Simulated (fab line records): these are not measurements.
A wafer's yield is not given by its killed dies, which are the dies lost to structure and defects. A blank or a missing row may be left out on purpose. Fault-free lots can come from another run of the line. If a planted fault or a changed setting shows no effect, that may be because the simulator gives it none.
Which tool is to blame? | flow n5-finfet | Sampling: 9 lots, 27 wafers, 5 of 1938 route steps

WHAT THE GAUGES SHOWED, per wafer
N5_MOL_CONTACT_COAG_CD_MEAS_137 targets a cd of 16 nm. Usual: cd-nm at 16.0 nm, with a standard deviation of 0.35.
lot  | measured     | on        | cd-nm (nm)     | flag
L113 | day 5 08:37  | cd-sem-02 | 16.0 15.7 15.9 |
L114 | day 5 13:17  | cd-sem-01 | 15.2 16.3 16.7 |
L120 | day 6 21:15  | cd-sem-02 | 15.4 15.3 15.7 |
L121 | day 7 11:22  | cd-sem-01 | 16.1 15.9 16.1 |
L126 | day 8 12:41  | cd-sem-03 | 16.1 15.7 15.6 |
L128 | day 8 23:50  | cd-sem-01 | 15.4 15.5 15.8 |
L130 | day 9 14:15  | cd-sem-03 | 15.9 16.8 16.1 |
L133 | day 10 04:38 | cd-sem-01 | 15.8 16.0 15.9 |
L134 | day 10 14:20 | cd-sem-02 | 16.0 16.0 16.1 |

N5_BEOL_M4_RC_MEAS_101. Usual: DIBL_N 36.3 mV/V, standard deviation 2; DIBL_P 36.3 mV/V, standard deviation 2.4; IOFF_N 0.16 nA/um, standard deviation 0.034; IOFF_P 0.21 nA/um, standard deviation 0.035; ION_N 672 uA/um, standard deviation 12; ION_P 459 uA/um, standard deviation 6.5; SS_N 71.6 mV/dec, standard deviation 0.67; SS_P 73.3 mV/dec, standard deviation 0.71; VT_N 250 mV, standard deviation 3.5; VT_P -251 mV, standard deviation 3.
lot  | measured     | on        | DIBL_N (mV/V)  | DIBL_P (mV/V)  | IOFF_N (nA/um) | IOFF_P (nA/um) | ION_N (uA/um) | ION_P (uA/um) | SS_N (mV/dec)  | SS_P (mV/dec)  | VT_N (mV)   | VT_P (mV)      | flag
L113 | day 8 00:26  | prober-02 | 35.2 37.8 35.8 | 33.4 36.8 34.4 | 0.12 0.17 0.14 | 0.18 0.23 0.19 | 658 676 672   | 453 464 459   | 71.4 71.9 71.5 | 72.0 73.4 72.6 | 252 248 252 | -254 -248 -250 |
L114 | day 8 03:04  | prober-01 | 35.5 35.7 34.9 | 35.7 35.9 34.7 | 0.15 0.15 0.13 | 0.20 0.21 0.19 | 662 661 655   | 458 459 450   | 71.6 71.4 71.9 | 73.3 72.8 72.6 | 250 254 251 | -251 -251 -251 |
L120 | day 10 03:58 | prober-02 | 31.6 33.2 33.5 | 31.6 33.4 34.0 | 0.11 0.13 0.14 | 0.16 0.18 0.20 | 650 660 668   | 451 457 458   | 71.4 70.7 71.6 | 72.7 72.2 73.1 | 258 252 251 | -253 -251 -248 |
L121 | day 11 13:41 | prober-02 | 36.3 34.7 33.9 | 35.8 33.7 32.3 | 0.16 0.13 0.11 | 0.24 0.20 0.17 | 670 658 627   | 465 463 450   | 72.2 71.6 72.0 | 72.4 72.2 72.4 | 252 251 259 | -246 -250 -250 |
L126 | day 11 21:34 | prober-01 | 35.5 36.9 38.3 | 37.5 38.8 40.6 | 0.15 0.19 0.22 | 0.22 0.23 0.28 | 664 671 679   | 458 459 465   | 72.0 72.6 72.3 | 73.6 73.9 74.3 | 253 249 244 | -248 -249 -247 |
L128 | day 12 22:51 | prober-01 | 33.0 36.1 35.6 | 33.7 36.9 36.2 | 0.12 0.17 0.15 | 0.18 0.23 0.22 | 658 656 669   | 457 454 455   | 71.0 71.5 71.2 | 72.3 73.2 73.1 | 253 250 250 | -250 -248 -251 |
L130 | day 13 05:17 | prober-02 | 39.6 39.0 37.7 | 39.7 39.1 38.0 | 0.21 0.19 0.17 | 0.25 0.24 0.22 | 684 676 674   | 467 463 470   | 72.5 72.7 72.5 | 73.8 73.7 73.3 | 244 249 251 | -249 -249 -251 |
L133 | day 13 08:12 | prober-02 | 36.1 35.3 33.6 | 35.6 35.6 32.8 | 0.18 0.17 0.13 | 0.19 0.19 0.15 | 695 681 672   | 465 459 451   | 71.7 71.2 71.2 | 73.0 72.9 72.8 | 246 247 252 | -253 -252 -256 |
L134 | day 14 05:52 | prober-01 | 37.9 37.1 40.2 | 38.8 37.0 40.1 | 0.20 0.18 0.24 | 0.25 0.22 0.28 | 699 679 693   | 473 463 469   | 72.3 71.9 72.8 | 74.4 73.8 74.6 | 245 246 243 | -248 -249 -250 |

TOOL THAT RAN EACH LOT (tool first, then ch and the chambers of the sampled wafers, then the start)
lot  | N5_MOL_CONTACT_COAG_STRIP_119        | N5_MOL_CONTACT_COAG_ETCHBACK_134   | N5_MOL_CONTACT_COAG_ETCH_67
L113 | plasma-asher-01 ch 1, day 5 08:29    | rie-diel-06 ch 0,1,3, day 5 09:49  | rie-diel-06 ch 0,1,3, day 5 09:51
L114 | plasma-asher-01 ch 0,1, day 5 13:09  | rie-diel-06 ch 1,2,3, day 5 14:03  | rie-diel-06 ch 1,2,3, day 5 14:05
L120 | plasma-asher-01 ch 0,1, day 6 21:06  | rie-diel-06 ch 1,2, day 6 22:08    | rie-diel-06 ch 1,2, day 6 22:11
L121 | plasma-asher-02 ch 0,1, day 7 11:13  | rie-diel-06 ch 0,1,2, day 7 13:49  | rie-diel-06 ch 0,1,2, day 7 13:50
L126 | plasma-asher-02 ch 0,1, day 8 12:34  | rie-diel-06 ch 0,1, day 8 13:44    | rie-diel-06 ch 0,1, day 8 13:47
L128 | plasma-asher-02 ch 0,1, day 8 23:42  | rie-diel-06 ch 1,2,3, day 9 01:08  | rie-diel-06 ch 1,2,3, day 9 01:10
L130 | plasma-asher-02 ch 0,1, day 9 14:07  | rie-diel-02 ch 1,2,3, day 9 15:08  | rie-diel-02 ch 1,2,3, day 9 15:10
L133 | plasma-asher-02 ch 1, day 10 04:29   | rie-diel-05 ch 0,1, day 10 05:33   | rie-diel-05 ch 0,1, day 10 05:35
L134 | plasma-asher-02 ch 0,1, day 10 14:11 | rie-diel-02 ch 0,1,3, day 10 15:08 | rie-diel-02 ch 0,1,3, day 10 15:10
- N5_MOL_CONTACT_COAG_STRIP_119: strips in N2/H2, time 30 s.
- N5_MOL_CONTACT_COAG_ETCHBACK_134: etches SiO2 in CHF3, target depth 10 nm, time 6.7 s.
- N5_MOL_CONTACT_COAG_ETCH_67: etches SOC in N2/H2, target depth 60 nm, overetch 21 nm, time 101.2 s.

WHAT THE TOOLS THEMSELVES READ (means of the sampled wafers that have a number; where no wafer has one, the mark that the record gives instead)
N5_MOL_CONTACT_COAG_STRIP_119. Usual: drypump-motor-current-A 5.94 A, standard deviation 0.13; heater-power-w 291 W, standard deviation 36.
lot  | tool            | drypump-motor-current-A (A) | heater-power-w (W) | flag
L113 | plasma-asher-01 | 5.91                        | 327                |
L114 | plasma-asher-01 | 6.03                        | 336                |
L120 | plasma-asher-01 | 5.96                        | 329                |
L121 | plasma-asher-02 | 5.95                        | 261                |
L126 | plasma-asher-02 | 5.86                        | 270                |
L128 | plasma-asher-02 | 5.87                        | 270                |
L130 | plasma-asher-02 | 5.94                        | 260                |
L133 | plasma-asher-02 | 5.76                        | 279                |
L134 | plasma-asher-02 | 5.87                        | 278                |

N5_MOL_CONTACT_COAG_ETCHBACK_134. Usual: value, then standard deviation, for each; chamber-pressure-mTorr 29.999 mTorr / 0.027; drypump-motor-current-A 5.7 A / 0.59; mfc-ar-sccm 200.0 sccm / 0.63; oes-product-au 0.74 a.u. / 0.05; rf-vpp-V 529 V / 11; showerhead-plenum-p-Torr 2.36 Torr / 0.085; throttle-valve-pct 18.8 % / 0.31.
lot  | tool        | chamber-pressure-mTorr (mTorr) | drypump-motor-current-A (A) | mfc-ar-sccm (sccm) | oes-product-au (a.u.) | rf-vpp-V (V) | showerhead-plenum-p-Torr (Torr) | throttle-valve-pct (%) | flag
L113 | rie-diel-06 | 29.998                         | 5.4                         | 200.7              | 0.73                  | 525          | 2.28                            | 18.8                   |
L114 | rie-diel-06 | 29.994                         | 5.1                         | 200.6              | 0.73                  | 534          | 2.35                            | 18.9                   |
L120 | rie-diel-06 | 29.960                         | 5.1                         | 200.6              | 0.69                  | 536          | 2.41                            | 19.2                   |
L121 | rie-diel-06 | 29.984                         | 5.4                         | 199.7              | 0.93                  | 528          | 2.33                            | 19.2                   | OFF
L126 | rie-diel-06 | 30.017                         | 5.6                         | 200.0              | 0.93                  | 531          | 2.26                            | 19.1                   | OFF
L128 | rie-diel-06 | 30.015                         | 5.1                         | 200.1              | 0.93                  | 534          | 2.34                            | 19.0                   | OFF
L130 | rie-diel-02 | 30.006                         | 6.2                         | 200.2              | 0.76                  | 522          | 2.43                            | 18.7                   |
L133 | rie-diel-05 | 30.007                         | 6.6                         | 200.2              | 0.77                  | 534          | 2.41                            | 18.6                   |
L134 | rie-diel-02 | 29.992                         | 6.0                         | 199.6              | 0.75                  | 525          | 2.42                            | 18.8                   |

N5_MOL_CONTACT_COAG_ETCH_67. Usual: chamber-pressure-mTorr 30.002 mTorr, standard deviation 0.027; drypump-motor-current-A 5.7 A, standard deviation 0.59; oes-product-au 0.62 a.u., standard deviation 0.039; rf-vpp-V 523.1 V, standard deviation 2.5; showerhead-plenum-p-Torr 2.52 Torr, standard deviation 0.086; throttle-valve-pct 17.9 %, standard deviation 0.34.
lot  | tool        | chamber-pressure-mTorr (mTorr) | drypump-motor-current-A (A) | oes-product-au (a.u.) | rf-vpp-V (V) | showerhead-plenum-p-Torr (Torr) | throttle-valve-pct (%) | flag
L113 | rie-diel-06 | 30.024                         | 5.4                         | 0.61                  | 521.3        | 2.43                            | 17.9                   |
L114 | rie-diel-06 | 30.020                         | 5.1                         | 0.61                  | 522.5        | 2.50                            | 18.0                   |
L120 | rie-diel-06 | 30.028                         | 5.1                         | 0.59                  | 524.0        | 2.56                            | 18.2                   |
L121 | rie-diel-06 | 29.995                         | 5.4                         | 0.60                  | 521.9        | 2.49                            | 18.2                   |
L126 | rie-diel-06 | 30.008                         | 5.6                         | 0.59                  | 520.1        | 2.41                            | 18.2                   |
L128 | rie-diel-06 | 29.988                         | 5.1                         | 0.59                  | 521.4        | 2.49                            | 18.0                   |
L130 | rie-diel-02 | 30.012                         | 6.2                         | 0.64                  | 525.4        | 2.58                            | 17.7                   |
L133 | rie-diel-05 | 30.033                         | 6.6                         | 0.65                  | 523.9        | 2.55                            | 17.6                   |
L134 | rie-diel-02 | 29.998                         | 6.0                         | 0.64                  | 525.0        | 2.56                            | 17.7                   |

THE ANSWER, worked out from the rows above alone
Rule: a lot is off if the mean of its wafers that have a number lies more than 3 standard deviations from the usual mean. A lot without any number at a reading at which 4 lots or more have one is off too. Where the step has rows for the other lots, those lots are counted as sound. First the gauges in route order, then the tools' own readings, where a lot's mean is used as printed above. At the first step where some lot is off, the reading lying furthest off is the one used; lots without a number count as furthest.
Off, at N5_MOL_CONTACT_COAG_ETCHBACK_134 on oes-product-au: L121, L126, L128.
If a tool, at that step or one of the process steps before it, ran each lot that is off and ran no sound lot following the first of them, it fits. One fits: rie-diel-06 at N5_MOL_CONTACT_COAG_ETCHBACK_134. Its last sound lot is L120 (day 6 22:08), its first lot that is off L121 (day 7 13:49): a fault that began between those two fits.
On the lots that are off, the tool's own readings at N5_MOL_CONTACT_COAG_ETCHBACK_134 differ by more than 5 times the standard deviation of the sound lots' means, which bears it out; oes-product-au reads 0.93 a.u. there versus 0.74 a.u. on the sound lots.

WHAT THE SIMULATOR HAD PUT IN
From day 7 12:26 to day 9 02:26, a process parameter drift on rie-diel-06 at N5_MOL_CONTACT_COAG_ETCHBACK_134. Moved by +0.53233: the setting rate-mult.
Lots struck among those shown: L121, L126, L128. This agrees with what the rule above found.
